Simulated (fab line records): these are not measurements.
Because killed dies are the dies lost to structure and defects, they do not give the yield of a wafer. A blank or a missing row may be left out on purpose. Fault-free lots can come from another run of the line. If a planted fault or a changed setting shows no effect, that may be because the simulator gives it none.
Code-filled problem report in 8D (eight disciplines) form | flow nand harc | the parts of the form that need people (team, actions taken, sign-off) are left out

== 1. WHAT IS WRONG ==
Wafers without a fault read 598.5 W, standard deviation 1.8; rf fwd power W at NHARC_P_M0_DEP_00 reads a mean of 694.0 W on 2 wafers belonging to 2 lots. Relative to the usual mean, that is a shift of +53 standard deviations.
The step: deposits SiOC, target thk 150 nm.
Earliest sighting: wafer L589.6 on pecvd-03 at day 7 14:59. Wafers with a number at this step in the record: 33, from 11 lots. Rule for "out", or "out of limits": more than 4 standard deviations from the usual mean. The rest of the wafers with a number are treated as sound.

== 2. WHAT IT IS, WHAT IT ISN'T ==
question                    | is               | is not
which readings at this step | rf fwd power W   | -
which lots                  | L589, L590       | L583, L586, L588, L591, L600, L601, L603, L604, L605
which wafers of those lots  | L589.6, L590.4   | L589.1, L589.3, L590.1, L590.2
read on which tools         | pecvd-03         | pecvd-02
when                        | from day 7 14:59 | up to then (11 sound wafers); but 20 sound wafers of L590, L591, L600, L601, L603, L604, L605 came after

== 3. THE SUSPECTS, EACH WITH WHAT RULES IT OUT ==
Counting: a tool at a process step up to the reading stays a suspect if it ran every lot that is out. Sound lots after the first of them don't rule it out here, since some wafers of a struck lot are sound.
- pecvd-03 at NHARC_P_M0_DEP_00 (deposits SiOC, target thk 150 nm): kept. It ran every lot that is out, first L589 (day 7 14:59); its last sound lot up to then is L588 (day 7 05:58). Its own rf fwd power W readings are out on those wafers.
- At NHARC_P_M0_DEP_00, inside pecvd-03: chamber 1 took the wafers that are out, while their sound lot-mates went through chambers 0, 2.
Left after counting: pecvd-03 at NHARC_P_M0_DEP_00.

== 4. THE CAUSE (what the simulator had put in) ==
pecvd-03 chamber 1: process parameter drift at NHARC_P_M0_DEP_00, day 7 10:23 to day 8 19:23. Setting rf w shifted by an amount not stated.
This tool alone remained once counting was done.

== 5. THE EFFECT CHAIN, in route order ==
Each row: a reading where the mean over the struck wafers with a number is more than 3 standard deviations away from the usual. Scope: only readings with a usual standard deviation given in the record; hours: median across lots of the time from each lot's start at the first step in this table that gives one to its start at this step; sigmas: change in usual standard deviations.
hours | step              | reading        | usual   | on struck wafers | change | sigmas
0     | NHARC_P_M0_DEP_00 | rf fwd power W | 598.5 W | 694.0            | +95.5  | +53
The process steps in it:
- NHARC_P_M0_DEP_00: deposits SiOC, target thk 150 nm.
At these later measuring or inspecting steps, every struck wafer for which the step has a row has a number for every such reading, and none has moved that far: NHARC_END_SORT_01.

== 6. HOW IT WOULD HAVE BEEN CAUGHT EARLIER ==
First out-of-limits reading in this record: day 7 14:59, which is 5 hours after fault onset at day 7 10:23.
